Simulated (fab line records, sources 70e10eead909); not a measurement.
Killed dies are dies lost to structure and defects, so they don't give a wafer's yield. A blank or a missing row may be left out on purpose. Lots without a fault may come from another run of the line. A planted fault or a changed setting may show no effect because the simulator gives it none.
Chamber matching | flow nand_harc | NHARC_A_STAIRCASE_DESCUM_186 on rie_diel-08: 4 sister chambers
The step chemistry O2, time 3 s. 18 wafers are shown with their chamber, then 9 later ones without.

WAFERS WITH THEIR CHAMBER
wafer  | chamber | showerhead_plenum_p_Torr (Torr) | drypump_motor_current_A (A) | oes_product_au (a.u.)
L074.3 | 1       | 1.86                            | 6.1                         | 1.010
L074.4 | 2       | 1.95                            | 6.3                         | 1.000
L074.6 | 3       | 1.83                            | 6.5                         | 1.024
L077.2 | 2       | 1.95                            | 6.3                         | 1.009
L077.3 | 1       | 1.86                            | 6.1                         | 0.999
L077.4 | 0       | 1.92                            | 6.2                         | 1.021
L076.1 | 2       | 1.95                            | 6.2                         | 1.007
L076.2 | 0       | 1.92                            | 6.2                         | 1.029
L076.5 | 1       | 1.86                            | 6.0                         | 1.012
L078.2 | 1       | 1.86                            | 6.0                         | 1.015
L078.4 | 3       | 1.83                            | 6.5                         | 1.031
L078.5 | 0       | 1.92                            | 6.2                         | 1.021
L082.1 | 0       | 1.92                            | 6.2                         | 1.022
L082.3 | 1       | 1.85                            | 6.0                         | 1.014
L082.6 | 1       | 1.85                            | 6.0                         | 1.010
L084.1 | 2       | 1.95                            | 6.3                         | 1.012
L084.4 | 1       | 1.85                            | 6.1                         | 1.015
L084.5 | 0       | 1.91                            | 6.2                         | 1.014

SIGNATURES (means of the wafers above)
reading                  | chamber 0 | chamber 1 | chamber 2 | chamber 3 | scatter within a chamber
showerhead_plenum_p_Torr | 1.9180    | 1.8557    | 1.9500    | 1.8300    | 0.00424
drypump_motor_current_A  | 6.200     | 6.043     | 6.275     | 6.500     | 0.042
oes_product_au           | 1.02140   | 1.01071   | 1.00700   | 1.02750   | 0.00537
Rule: a wafer's distance from a chamber is the root of the sum, over the readings, of the square of ((its reading less the chamber's mean) divided by the reading's scatter). The wafer belongs to the nearest chamber; if the next one is less than 2 further off, it can't be placed. The scatter: the root of (the sum of the squares of (reading less its chamber's mean) over the shown wafers, divided by (wafers less chambers)).

WAFERS WITHOUT THEIR CHAMBER
wafer  | showerhead_plenum_p_Torr (Torr) | drypump_motor_current_A (A) | oes_product_au (a.u.)
L089.2 | 1.82                            | 6.5                         | 1.027
L089.3 | 1.85                            | 6.0                         | 1.000
L089.6 | 1.91                            | 6.2                         | 1.022
L091.2 | 1.91                            | 6.2                         | 1.022
L091.3 | 1.85                            | 6.0                         | 0.994
L091.4 | 1.94                            | 6.2                         | 1.017
L097.2 | 1.84                            | 6.0                         | 0.989
L097.3 | 1.94                            | 6.3                         | 1.007
L097.6 | 1.81                            | 6.5                         | 1.032

WHICH CHAMBER EACH WENT THROUGH
wafer  | from the rows above     | in truth
L089.2 | 3                       | 3
L089.3 | 1                       | 1
L089.6 | 0                       | 0
L091.2 | 0                       | 0
L091.3 | 1                       | 1
L091.4 | can't be placed: 2 or 0 | 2
L097.2 | 1                       | 1
L097.3 | 2                       | 2
L097.6 | 3                       | 3
Placed correctly: 8 of 9. Can't be placed from these rows: 1 (the true chamber is among the candidates in 1). Placed wrongly: 0.
